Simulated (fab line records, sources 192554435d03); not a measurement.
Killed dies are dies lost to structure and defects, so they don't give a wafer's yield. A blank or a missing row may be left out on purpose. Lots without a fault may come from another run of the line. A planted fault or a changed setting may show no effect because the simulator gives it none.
fab line records | flow n5_finfet
record lots=3 wafers=8 last_day=17
route steps=1938 shown MOL_CONTACT_COAG@625 BEOL_M0_SAQP@632 BEOL_M0_CUTY@710 BEOL_M4@1111 PASSIVATION@1936
lots that met no fault: from a run of the same line without faults
start_h: hours from the record's first day to the start of the lot's first wafer shown | wait_h: hours since the lot's step before | " the same as in the row above | L1.1+2: a row that stands for several wafers | - no value, or no start given | * or withheld: withheld | < > ~ a bound
route shown NAME@n: a module of which the file shows steps, and the number in the route of the first | usual: mean/standard deviation of fault-free wafers | same: alike in all rows | chamber/n: place in a boat | sites: the reading at each site | _std_site: their standard deviation | _edge_site: outer sites' mean less inner sites' | radius_mm: how far each site lies from the wafer's centre | mask NAME#n: copy n | behind: the tool/chamber that last shaped the wafer | hold: why the lot was held/for how many hours/how that ended | device: the transistor (n, p or np) that didn't switch | end of line: the same wafers' tests at the end of the route | a step without rows: its recipe alone | killed: dies lost to structure and defects at the first sort, not the wafer's yield | map: a wafer's dies, x killed, . not, _ none there
set.NAME: the setting as run; set.NAME@STEP: as run at that earlier step | model.NAME: the simulator's own value behind a step, which no gauge read
lots at some steps of the route; a table a step, a row a wafer
services: from which hour (start_h, from the record's first day; less than 0 if before it) a tool's chamber was out of use, for how many hours, and why
## steps
# step N5_MOL_CONTACT_COAG_PRECLEAN_127
# recipe chemistry=DIW time_s=57.5 temp_c=23
# step N5_MOL_CONTACT_COAG_SRD_128
# recipe dry_time_s=32 dry=n2_spin spin_rpm=1500
# step N5_MOL_CONTACT_COAG_CMP_52
# recipe stop_on=SiO2 t_overpolish_s=1.5 post_cmp_clean=w_dilute_nh4oh down_force_psi=4 platen_rpm=50.289 pad_velocity_m_s=1.0006 target_thk_nm=66.5
# step N5_MOL_CONTACT_COAG_ANNEAL_112
# recipe temp_c=400 time_s=1800 ambient=HPD2 pressure_atm=10
# step N5_BEOL_M0_SAQP_PECVD_00
# recipe material=SiCN target_thk_a=80 temp_c=withheld precursor=3MS/NH3 pressure_torr=3 rf_w=202 time_s=14
# step N5_BEOL_M0_SAQP_ILD_DEP_01
# recipe material=SiOC target_thk_a=454.19 temp_c=350 precursor=DEMS/O2 pressure_torr=5 rf_w=500 time_s=8.7
# step N5_BEOL_M0_SAQP_HM_DEP_02
# recipe material=TiN target_thk_a=120 temp_c=25 chamber_pressure_pa=0.49996
# step N5_BEOL_M0_SAQP_PECVD_03
# recipe material=SiCN target_thk_a=120 temp_c=withheld precursor=3MS/NH3 pressure_torr=3 rf_w=202 time_s=21.1
# step N5_BEOL_M0_SAQP_PECVD_96
# recipe material=a-Si target_thk_a=450 temp_c=350 precursor=SiH4/He pressure_torr=3 rf_w=100 time_s=45.2
# step N5_BEOL_M0_SAQP_PECVD_97
# recipe material=SiNx target_thk_a=230 temp_c=350 precursor=SiH4/NH3/N2 pressure_torr=1.5 rf_w=300 time_s=19.9
# usual heater_power_w=559/61 showerhead_plenum_p_Torr=5.14/0.076 showerhead_vpp_V=1062/53 susceptor_temp_C=350.01/0.22 throttle_valve_pct=39.2/2.1
# columns lot.wafer tool chamber start_h wait_h heater_power_w showerhead_plenum_p_Torr showerhead_vpp_V susceptor_temp_C throttle_valve_pct
L350.1 pecvd-02 2 194.23 0.0 660 5.19 1087 349.89 37.5
L350.5 " 0 " " 672 5.11 1014 350.14 40.5
L358.1 pecvd-02 2 195.32 0.0 616 5.20 1073 349.88 37.3
L358.2 " 1 " " 622 5.17 976 349.83 40.1
L358.4 " 0 " " 604 5.13 1018 350.08 40.5
L362.1 pecvd-03 1 216.23 0.0 634 5.00 1056 350.35 39.3
L362.3 " 0 " " 501 5.01 1114 350.26 40.2
L362.6 " 1 " " 610 5.00 1066 349.86 39.5
# step N5_BEOL_M0_SAQP_PECVD_04
# recipe material=a-Si target_thk_a=600 temp_c=350 precursor=SiH4/He pressure_torr=3 rf_w=100 time_s=60.2
# step N5_BEOL_M0_SAQP_HM_DEP_111
# recipe material=SiO2 target_thk_a=120 temp_c=400 precursor=SiH4/N2O pressure_torr=0.75 rf_w=275 time_s=7.2
# step N5_BEOL_M0_SAQP_COAT_81
# recipe resist=SOC temp_c=250 time_s=60 spin_rpm=1500 resist_thk_nm=100
# step N5_BEOL_M0_SAQP_COAT_82
# recipe resist=SiARC temp_c=220 time_s=60 spin_rpm=1500 resist_thk_nm=30
# step N5_BEOL_M0_SAQP_COAT_08
# recipe resist=CAR-ArF spin_rpm=1500 resist_thk_nm=90
# step N5_BEOL_M0_SAQP_EBR_10
# recipe solvent=PGMEA ebr_width_mm=1.5
# step N5_BEOL_M0_SAQP_SOFTBAKE_09
# recipe temp_c=110 time_s=60 resist=CAR-ArF
# step N5_BEOL_M0_SAQP_EXPOSE_11
# recipe mask_id=M0_CORE na=1.35 source_shape=dipole sigma_inner=0.538 sigma_outer=0.738 polarization=te target_cd_nm=42 dose_mj=55
# step N5_BEOL_M0_SAQP_PEB_12
# recipe peb_temp_c=withheld peb_time_s=60 resist=CAR-ArF
# step N5_BEOL_M0_SAQP_DEVELOP_13
# recipe develop_time_s=30 developer=TMAH resist=CAR-ArF dev_temp_c=23 rinse_liquid=diw dry=air_spin
# step N5_BEOL_M0_SAQP_DESCUM_19
# recipe chemistry=O2 time_s=7.9 source_power_w=50 bias_power_w=20 pressure_mtorr=20 rf_frequency_hz=2.712e+07 temp_c=40 resist=CAR-ArF o2_flow_sccm=225
# step N5_BEOL_M0_SAQP_ETCH_83
# recipe chemistry=CF4 target=SiARC target_depth_a=390 mask_material=CAR-ArF time_s=65 ion_energy_ev=80 pressure_mtorr=40 source_w=545 bias_w=36 Ar_flow_sccm=100 cf4_flow_sccm=100 ends=cleared
# step N5_BEOL_M0_SAQP_ETCH_84
# recipe chemistry=N2/H2 target=SOC target_depth_a=1000 overetch_a=200 mask_material=SiARC temp_c=40 time_s=150 ion_energy_ev=200 pressure_mtorr=30 source_w=840 bias_w=150 n2_flow_sccm=200 h2_flow_sccm=200
# step N5_BEOL_M0_SAQP_STRIP_80
# recipe chemistry=N2/H2 temp_c=40 n2_flow_sccm=200 h2_flow_sccm=200 rf_frequency_hz=6e+07
# step N5_BEOL_M0_SAQP_HM_OPEN_112
# recipe chemistry=CHF3/O2 target=SiO2 stop_on=a-Si target_depth_a=120 over_etch_frac=1.25 mask_material=SOC time_s=13.5 pressure_mtorr=30 source_w=650 bias_w=170 Ar_flow_sccm=200 CHF3_flow_sccm=50 O2_flow_sccm=5 ion_energy_ev=200 ends=end_point
# step N5_BEOL_M0_SAQP_STRIP_113
# recipe chemistry=CHF3/O2 resist=SiARC rf_frequency_hz=6e+07
# step N5_BEOL_M0_SAQP_MANDREL_ETCH_20
# recipe target_depth_a=600 chemistry=HBr/Cl2 target=a-Si stop_on=SiNx bt_time_s=10 mask_material=SOC over_etch_frac=0.5 time_s=30 pressure_mtorr=10 icp_w=800 bias_w=75 HBr_flow_sccm=150 Cl2_flow_sccm=80 ends=end_point
# step N5_BEOL_M0_SAQP_STRIP_86
# recipe chemistry=N2/H2 power_w=500 temp_c=40 pressure_mtorr=50 rf_frequency_hz=6e+07 overash_fraction=0.3 bias_power_w=28 h2_frac=0.5 n2_flow_sccm=300 h2_flow_sccm=300
# step N5_BEOL_M0_SAQP_STRIP_115
# recipe chemistry=post_etch_residue_remover time_s=60 temp_c=25 remover_ph=withheld remover_water_wt_pct=withheld remover_fluoride_wt_pct=withheld
# step N5_BEOL_M0_SAQP_SRD_93
# recipe dry=ipa_marangoni time_s=30 temp_c=23 rinse_liquid=diw
# step N5_BEOL_M0_SAQP_RECESS_114
# recipe chemistry=HF/NH3 target=SiO2 target_depth_a=144 afs_cycles=3 temp_c=30 sublimation_temp_c=180 sublimation_time_s=60
# step N5_BEOL_M0_SAQP_SPACER1_ALD_98
# recipe material=SiO2 target_thk_a=128 temp_c=300 ald_precursor_family=BDEAS ald_co_reactant=O2-plasma pulse_time_s=1 purge_time_s=2 co_reactant_purge_time_s=2 ald_cycles=138 pressure_torr=2
# step N5_BEOL_M0_SAQP_SPACER1_ETCHBACK_99
# recipe chemistry=CHF3/O2 mode=anisotropic_etchback target=SiO2 target_depth_a=154 time_s=7.7 pressure_mtorr=30 source_w=650 bias_w=170 Ar_flow_sccm=200 CHF3_flow_sccm=50 O2_flow_sccm=5 ion_energy_ev=200
# step N5_BEOL_M0_SAQP_MANDREL1_REMOVE_100
# recipe chemistry=HBr/Cl2/O2 bt_time_s=10 target=a-Si stop_on=SiNx endpoint=OES-SiCl over_etch_frac=0.85 icp_w=600 bias_w=30 HBr_flow_sccm=150 Cl2_flow_sccm=80 O2_flow_sccm=5 pressure_mtorr=10
# step N5_BEOL_M0_CUTY_INSPECT_59
# recipe mode=adi inspect_instrument=macro
# usual raw_defect_count=2.2/1.7
# columns lot.wafer tool chamber start_h wait_h raw_defect_count
L350.1 defect_inspect-01 - 201.53 0.0 0
L350.5 " - " " 1
L358.1 defect_inspect-01 - 206.81 0.0 286
L358.2 " - " " 3
L358.4 " - " " 0
L362.1 defect_inspect-02 - 222.82 0.0 5
L362.3 " - " " 1
L362.6 " - " " 3
# step N5_BEOL_M4_RC_MEAS_101
# usual DIBL_N=36.2/2.4 DIBL_P=36.2/2.6 IOFF_N=0.16/0.045 IOFF_P=0.21/0.046 ION_N=674/17 ION_P=463/11 SS_N=71.5/0.77 SS_P=73.1/0.76 VT_N=250/3.9 VT_P=-250/3.9
# columns lot.wafer tool chamber start_h wait_h DIBL_N[mV/V] DIBL_P[mV/V] IOFF_N[nA/um] IOFF_P[nA/um] ION_N[uA/um] ION_P[uA/um] SS_N[mV/dec] SS_P[mV/dec] VT_N[mV] VT_P[mV]
L350.1 prober-02 0 238.57 0.0 34.8 33.0 0.12 0.14 654 442 71.3 71.8 258 -256
L350.5 " 0 " " 38.3 39.3 0.19 0.22 676 456 72.2 74.0 248 -253
L358.1 prober-01 0 254.27 0.0 35.3 34.0 0.14 0.22 650 454 71.3 72.9 250 -247
L358.2 " 0 " " 39.0 38.5 0.20 0.29 694 482 72.2 74.0 246 -244
L358.4 " 0 " " 36.6 35.7 0.16 0.24 672 466 72.1 74.0 251 -247
L362.1 prober-02 0 279.48 0.0 35.4 34.5 0.15 0.18 678 461 71.1 72.8 250 -248
L362.3 " 0 " " 34.2 32.9 0.12 0.16 658 452 71.2 73.1 251 -252
L362.6 " 0 " " 34.7 34.9 0.14 0.19 673 457 71.0 72.6 251 -250
# step N5_PASSIVATION_PROBE_49
# usual defect_limited_yield=91.2/1.4 killed_at_M0_to_M3=33/9.5 killed_at_M4_up=13/4.7 killed_at_contacts=11/5.3 killed_at_front_end=42/12 killed_at_other=5/3.3 killed_dies=104/17 killed_open=67/12 killed_short=33/7.7 sort_bin_5_function=5.1/0.94 sort_bin_6_memory=3.3/0.67 sort_bin_8_speed=0.1/1.3 sort_n_pass=1074/24 sort_yield_pct=91.1/2
# same gross_dies=1180 killed_at_back_side=0 sort_bin_4_leakage[%]=0
# columns lot.wafer tool chamber start_h wait_h defect_limited_yield[%] killed_at_M0_to_M3 killed_at_M4_up killed_at_contacts killed_at_front_end killed_at_other killed_dies killed_open killed_short sort_bin_5_function[%] sort_bin_6_memory[%] sort_bin_8_speed[%] sort_n_pass sort_yield_pct[%]
L350.1 prober-01 - 366.65 0.0 92.9 20 11 13 33 7 84 55 26 3.6 3.3 0.3 1093 92.6
L350.5 prober-01 - 366.85 0.2 93.3 29 8 5 32 5 79 56 23 3.9 2.5 0 1101 93.3
L358.1 prober-01 - 376.64 0.0 81.9 142 18 7 43 4 214 72 42 10.9 4.9 0 966 81.9
L358.2 prober-01 - 376.69 0.1 93.0 40 8 9 25 1 83 51 32 3.9 3.1 0 1097 93.0
L358.4 prober-01 - 376.79 0.2 90.5 39 10 6 53 4 112 75 37 5.3 4.0 0 1068 90.5
L362.1 prober-02 - 399.12 0.0 93.6 30 8 4 32 1 75 48 27 4.2 2.0 0 1105 93.6
L362.3 prober-02 - 399.22 0.1 93.1 24 11 11 27 9 82 51 28 4.0 2.9 0 1098 93.1
L362.6 prober-02 - 399.37 0.3 92.3 26 11 7 38 9 91 58 32 5.2 2.3 0 1089 92.3
# killed by level:class
L350.1 MOL_CONTACT_COAG:geometric_particle:open=10 BEOL_M2:geometric_particle:open=7 STI_FIN_REVEAL:geometric_particle:open=6 BEOL_M5:geometric_particle:open=5 STARTING-WAFER:geometric_particle:open=5 ILD0:geometric_particle:short=4 ILD0:geometric_particle:open=4 GATE_CUT:geometric_particle:short=4
L350.5 BEOL_M2:geometric_particle:open=9 ILD0:geometric_particle:open=8 STI_FIN_REVEAL:geometric_particle:open=6 MOL_CONTACT_COAG:geometric_particle:open=5 BEOL_M1:geometric_particle:open=5 FIN_SAQP:geometric_particle:short=4 BEOL_M0_SAQP:geometric_particle:open=4 BEOL_M3:geometric_particle:open=4
L358.1 BEOL_M0_SAQP:unspecified=93 BEOL_M0_SAQP:geometric_particle:open=19 BEOL_M0_SAQP:geometric_particle:short=12 MOL_CONTACT_COAG:geometric_particle:open=7 HKMG_FIN:area_etch=7 GATE_CUT:geometric_particle:short=6 BEOL_M1:geometric_particle:open=6 BEOL_M4:geometric_particle:open=6
L358.2 BEOL_M2:geometric_particle:open=10 MOL_CONTACT_COAG:geometric_particle:open=6 BEOL_M0_SAQP:geometric_particle:short=6 BEOL_M1:geometric_particle:open=6 BEOL_M1:geometric_particle:short=5 STARTING-WAFER:geometric_particle:short=5 STI_FIN_REVEAL:geometric_particle:open=4 GATE_CUT:geometric_particle:short=4
L358.4 FIN_SAQP:geometric_particle:short=13 BEOL_M0_SAQP:geometric_particle:open=13 FIN_SAQP:geometric_particle:open=12 BEOL_M2:geometric_particle:open=10 DUMMY_GATE:geometric_particle:open=7 STARTING-WAFER:geometric_particle:open=6 BEOL_M4:geometric_particle:open=5 MOL_CONTACT_COAG:geometric_particle:open=5
L362.1 BEOL_M0_SAQP:geometric_particle:short=12 BEOL_M0_SAQP:geometric_particle:open=10 DUMMY_GATE:geometric_particle:open=6 STI_FIN_REVEAL:geometric_particle:open=6 FIN_SAQP:geometric_particle:short=4 BEOL_M4:geometric_particle:open=4 MOL_CONTACT_COAG:geometric_particle:open=4 STARTING-WAFER:geometric_particle:short=4
L362.3 MOL_CONTACT_COAG:geometric_particle:open=11 STI_FIN_REVEAL:geometric_particle:open=6 BEOL_M0_SAQP:geometric_particle:short=6 STARTING-WAFER:geometric_particle:short=6 FIN_SAQP:geometric_particle:short=4 BEOL_M0_SAQP:geometric_particle:open=4 BEOL_M1:geometric_particle:open=4 BEOL_M2:geometric_particle:open=4
L362.6 BEOL_M0_SAQP:geometric_particle:open=9 FIN_SAQP:geometric_particle:short=8 DUMMY_GATE:geometric_particle:open=7 BEOL_M4:geometric_particle:open=7 MOL_CONTACT_COAG:geometric_particle:open=6 BEOL_M0_SAQP:geometric_particle:short=5 FIN_SAQP:geometric_particle:open=4 GATE_CUT:geometric_particle:short=4
# map L358.1 (x killed, . not)
_________________.x.x......x.________________
______________x..x.............._____________
___________xx......x.......x.x.....__________
__________......x..x.........x.x...._________
________............x..........x.x...._______
_______x...............................______
______x.............x.x................._____
_____.................xx.x...............____
____.....x.x.......xx.........xx.x...x..xx___
___...x..................xx...x..x.........__
___x..........x.......x..........x.........__
__...........x...x.x.......x.x.........x...._
__.........................xx..x..x.......x._
_.....x...x...............xx...x.x...x.......
_...........x.....xx......xxx.x........x.xx..
_.x......................xxxxxx.x...x.x...x..
_...........x..x......xxxxxxxxxxxxxx.........
_..x........x........xx.xxxxxxxxxxx...x......
_.............x.........xxxxxxxxxxx........x.
_......x.............xx.xxxxxxxxxxxxx........
_..............x......xxx.xxxxxxxxx..........
__...........x.x.....x..xxxxxxxxxx.x.......x_
__....................x.....xxxx.x.........._
___..x........x.........x..........xx......__
___.....x.xx.......x......x.x.....x..x.....__
____.....x.....xx.........x........x.....x___
_____...x.......................x..x..x..____
______...x..x....x..................x..._____
_______..................x........x....______
________.............x.....x....x....._______
__________..........x..............._________
___________..................x.....__________
______________................x._____________
_________________.......xx...________________
# map L350.1 (x killed, . not)
_________________........x...________________
______________............x....._____________
___________........................__________
__________.xx.x.x.........x........._________
________...x...........x.............._______
_______................................______
______........x..x.......x.....x........_____
_____......x.x....................x......____
____......................................___
___.......x........................x.......__
___........x.x.....x........x..............__
__..................x....................x.._
__..x.x........x...x......................x._
_............x...............................
_................x....x.x............x.......
_.............x............x.................
_......x.x.......xx..........x........x......
_..x............x........x...................
_.......x............x.......................
_............x..x.............x............x.
_.........x.................x........x.x..x.x
__........................x................._
__............x.x........x.......x.........._
___..........x.......................xx...x__
___..x........x.x......................x...__
____x..........x..........................___
_____....................................____
______................x...x........x...._____
_______................x...............______
________.............................._______
__________..x..x..................x._________
___________....x........x.x........__________
______________.......x..x......._____________
_________________............________________
## services
# columns tool chamber start_h hours kind
pecvd-02 2 185.99 5.5 scheduled_down
pecvd-02 2 196.13 23.6 repair
## key
first_sign step=N5_BEOL_M0_CUTY_INSPECT_59 reading=raw_defect_count direction=up sigmas=99+ usual=2.2 struck=286
effect step=N5_PASSIVATION_PROBE_49 reading=killed_at_M0_to_M3 direction=up sigmas=11 usual=33 struck=142
more_kills_born_at N5_BEOL_M0_SAQP_PECVD_97@pecvd-02=93
met_at N5_BEOL_M0_SAQP_PECVD_97
struck_wafers L358.1
onset_between 194.23 195.32
fault kind=chamber_particle_source tool=pecvd-02 chamber=2 onset_h=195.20 steps=N5_BEOL_M0_SAQP_PECVD_97 rate_per_visit_cm2=0.47269 end_h=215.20
